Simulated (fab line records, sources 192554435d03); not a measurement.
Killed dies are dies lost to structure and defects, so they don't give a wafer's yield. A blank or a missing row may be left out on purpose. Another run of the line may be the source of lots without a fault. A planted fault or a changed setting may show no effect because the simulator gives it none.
Matching of chambers || flow n5-finfet || N5_HKMG_FIN_ALD_74 on ald-hk-02 has 4 sister chambers
The step deposits La2O3, target thk 0.5 nm, pulse time 6 s, co reactant pulse time 1 s. 8 wafers are shown with their chamber, then 9 later ones without.

## WAFERS WITH THEIR CHAMBER
{"wafer": "L082.3", "chamber": 1, "heater-power-w (W)": 319, "susceptor-temp-C (C)": 250.12}
{"wafer": "L082.4", "chamber": 2, "heater-power-w (W)": 352, "susceptor-temp-C (C)": 249.97}
{"wafer": "L083.4", "chamber": 2, "heater-power-w (W)": 335, "susceptor-temp-C (C)": 250.14}
{"wafer": "L087.4", "chamber": 0, "heater-power-w (W)": 325, "susceptor-temp-C (C)": 249.88}
{"wafer": "L087.6", "chamber": 3, "heater-power-w (W)": 294, "susceptor-temp-C (C)": 249.81}
{"wafer": "L088.1", "chamber": 1, "heater-power-w (W)": 327, "susceptor-temp-C (C)": 250.01}
{"wafer": "L088.5", "chamber": 3, "heater-power-w (W)": 307, "susceptor-temp-C (C)": 250.06}
{"wafer": "L088.6", "chamber": 0, "heater-power-w (W)": 327, "susceptor-temp-C (C)": 250.02}

## WAFERS MISSING THEIR CHAMBER
{"wafer": "L090.2", "heater-power-w (W)": 336, "susceptor-temp-C (C)": 249.64}
{"wafer": "L090.5", "heater-power-w (W)": 324, "susceptor-temp-C (C)": 249.66}
{"wafer": "L090.6", "heater-power-w (W)": 330, "susceptor-temp-C (C)": 250.07}
{"wafer": "L092.1", "heater-power-w (W)": 332, "susceptor-temp-C (C)": 250.17}
{"wafer": "L092.2", "heater-power-w (W)": 323, "susceptor-temp-C (C)": 249.82}
{"wafer": "L092.3", "heater-power-w (W)": 350, "susceptor-temp-C (C)": 250.11}
{"wafer": "L092.4", "heater-power-w (W)": 288, "susceptor-temp-C (C)": 249.93}
{"wafer": "L092.5", "heater-power-w (W)": 300, "susceptor-temp-C (C)": 249.88}
{"wafer": "L092.6", "heater-power-w (W)": 338, "susceptor-temp-C (C)": 249.92}

## WHICH CHAMBER EACH WENT THROUGH
{"wafer": "L090.2", "from the rows above": "can't be placed: 0 or 2 or 1", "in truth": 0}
{"wafer": "L090.5", "from the rows above": "can't be placed: 0 or 1 or 3 or 2", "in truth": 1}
{"wafer": "L090.6", "from the rows above": "can't be placed: 1 or 0 or 2", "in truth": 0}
{"wafer": "L092.1", "from the rows above": "can't be placed: 1 or 2 or 0", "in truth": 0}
{"wafer": "L092.2", "from the rows above": "can't be placed: 0 or 1 or 3", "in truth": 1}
{"wafer": "L092.3", "from the rows above": 2, "in truth": 2}
{"wafer": "L092.4", "from the rows above": 3, "in truth": 3}
{"wafer": "L092.5", "from the rows above": 3, "in truth": 3}
{"wafer": "L092.6", "from the rows above": "can't be placed: 2 or 0 or 1", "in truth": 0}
Correctly placed: 3 of 9. These rows do not allow placing 6 (true chamber among the candidates in 6). Wrongly placed: 0.
How it was worked out, from the rows above alone: a wafer's distance from a chamber is the root of the sum, over the readings, of the square of ((its reading less the chamber's mean) divided by the reading's scatter). The wafer belongs to the nearest chamber; if the next one is less than 2 further off, it can't be placed. The mean given for a chamber averages the wafers shown for that chamber. How the scatter is found: for the shown wafers, subtract from each reading the mean of its chamber, square and add these, divide the total by (wafers less chambers), then take the root.
